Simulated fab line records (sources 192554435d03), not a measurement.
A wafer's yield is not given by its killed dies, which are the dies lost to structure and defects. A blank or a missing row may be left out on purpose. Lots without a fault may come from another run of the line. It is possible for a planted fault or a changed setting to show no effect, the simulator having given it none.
Split-lot trial + flow n5-finfet + on a route of 1938 steps: 7 lots, 21 wafers read

## SPLIT DETAILS
At N5_BEOL_M7_VIA_ETCH_34 (etches SiCOH lowk in C4F6/O2, target depth 125.5 nm, time 50.5 s), the setting source-w was moved away from the recipe's 345 W on 11 of the 21 wafers read, by -14.7% to -5.0%. This setting was run at the recipe's value on the other wafers.

The split's own step is where the reading is taken.

## THE READING
rf-vpp-V, in V, at N5_BEOL_M7_VIA_ETCH_34 (etches SiCOH lowk in C4F6/O2, target depth 125.5 nm, time 50.5 s). On this fab line, fault-free wafers typically give 672 V with a standard deviation of 9.7 V.

| wafer  | tool, chamber at the split | source-w as run, W | against the recipe | rf-vpp-V, V | against lot-mates on the recipe |
|--------|----------------------------|--------------------|--------------------|-------------|---------------------------------|
| L074.2 | rie-diel-03, 0             | 306.5              | -11.2%             | 714         | no lot-mate on the recipe       |
| L074.4 | rie-diel-03, 2             | 306.5              | -11.2%             | 710         | no lot-mate on the recipe       |
| L074.6 | rie-diel-03, 1             | 306.5              | -11.2%             | 709         | no lot-mate on the recipe       |
| L084.3 | rie-diel-03, 3             | 345                | recipe             | 653         | -                               |
| L084.4 | rie-diel-03, 0             | 345                | recipe             | 674         | -                               |
| L084.5 | rie-diel-03, 0             | 345                | recipe             | 673         | -                               |
| L085.1 | rie-diel-06, 1             | 345                | recipe             | 683         | -                               |
| L085.3 | rie-diel-06, 0             | 301.7              | -12.6%             | 727         | +44                             |
| L085.4 | rie-diel-06, 2             | 301.7              | -12.6%             | 717         | +34                             |
| L086.2 | rie-diel-05, 0             | 305.7              | -11.4%             | 727         | +39                             |
| L086.5 | rie-diel-05, 3             | 345                | recipe             | 688         | -                               |
| L086.6 | rie-diel-05, 0             | 305.7              | -11.4%             | 725         | +37                             |
| L089.2 | rie-diel-06, 3             | 327.8              | -5.0%              | 687         | +6                              |
| L089.5 | rie-diel-06, 1             | 345                | recipe             | 681         | -                               |
| L089.6 | rie-diel-06, 0             | 327.8              | -5.0%              | 695         | +14                             |
| L090.1 | rie-diel-03, 3             | 294.4              | -14.7%             | 707         | +33                             |
| L090.2 | rie-diel-03, 0             | 345                | recipe             | 674         | -                               |
| L090.6 | rie-diel-03, 3             | 294.4              | -14.7%             | 707         | +33                             |
| L093.1 | rie-diel-03, 3             | 345                | recipe             | 652         | -                               |
| L093.2 | rie-diel-03, 0             | 345                | recipe             | 672         | -                               |
| L093.5 | rie-diel-03, 3             | 345                | recipe             | 651         | -                               |

FIT RESULTS
A straight line over all 21 wafers: rf-vpp-V changes by -3.58 V for each +1% of source-w; r = -0.88; the points scatter about the line by 12 V.
The same after taking each lot's own level away (the mean of its wafers on the recipe; 18 wafers): -2.77 V for each +1%; r = -0.92; scatter 7.5 V.
According to that fit, moving source-w by its largest amount changes the reading by 41 V.
Measured against the standard deviation above, the lots' own levels, which go from 658.3 to 688.0 V, span 3.1 times it.
So the slope is not independent of the lot-to-lot level: the two fits are not the same.
Check: with one of the wafers moved furthest among these (-14.7%) left out of the fit, the line predicts +42.5 V for it against its lot-mates. It came out at +33 V against them.
Tool readings at the split's step, against how far the setting was moved: rf-vpp-V r = -0.88.

## ADDITIONAL SPLITS CARRIED BY THESE WAFERS
Note: prior to the reading, these wafers also went through further splits. Each is held against what the fit with the lots' levels taken away leaves over:
| other split on the same wafers | wafers away from the commonest value | r with rf-vpp-V (lot level and that fit taken away) |
|--------------------------------|--------------------------------------|-----------------------------------------------------|
| N5_BEOL_M7_COAT_60 spin-rpm    | 5                                    | -0.03                                               |

## THE WHOLE CHAIN: every reading that the file lists as answering this split, in the file's order
| step                   | what it does                                                     | reading                                                                        | change (the file's fit)                | r (the file's) |
|------------------------|------------------------------------------------------------------|--------------------------------------------------------------------------------|----------------------------------------|----------------|
| N5_BEOL_M7_VIA_ETCH_34 | etches SiCOH lowk in C4F6/O2, target depth 125.5 nm, time 50.5 s | rf-vpp-V                                                                       | -2.79 V for each +1% of the setting    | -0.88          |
| N5_BEOL_M7_VIA_ETCH_34 | etches SiCOH lowk in C4F6/O2, target depth 125.5 nm, time 50.5 s | etch.depth-nm (the simulator's own value, which no gauge read)                 | +0.618 nm for each +1% of the setting  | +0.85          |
| N5_BEOL_M7_VIA_ETCH_34 | etches SiCOH lowk in C4F6/O2, target depth 125.5 nm, time 50.5 s | SOC_of_BEOL_M7_COAT_63.thk-nm (the simulator's own value, which no gauge read) | -0.0495 nm for each +1% of the setting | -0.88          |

## FILE'S OWN FIT
rf-vpp-V changes by -2.79 V for each +1% of source-w, r = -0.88.
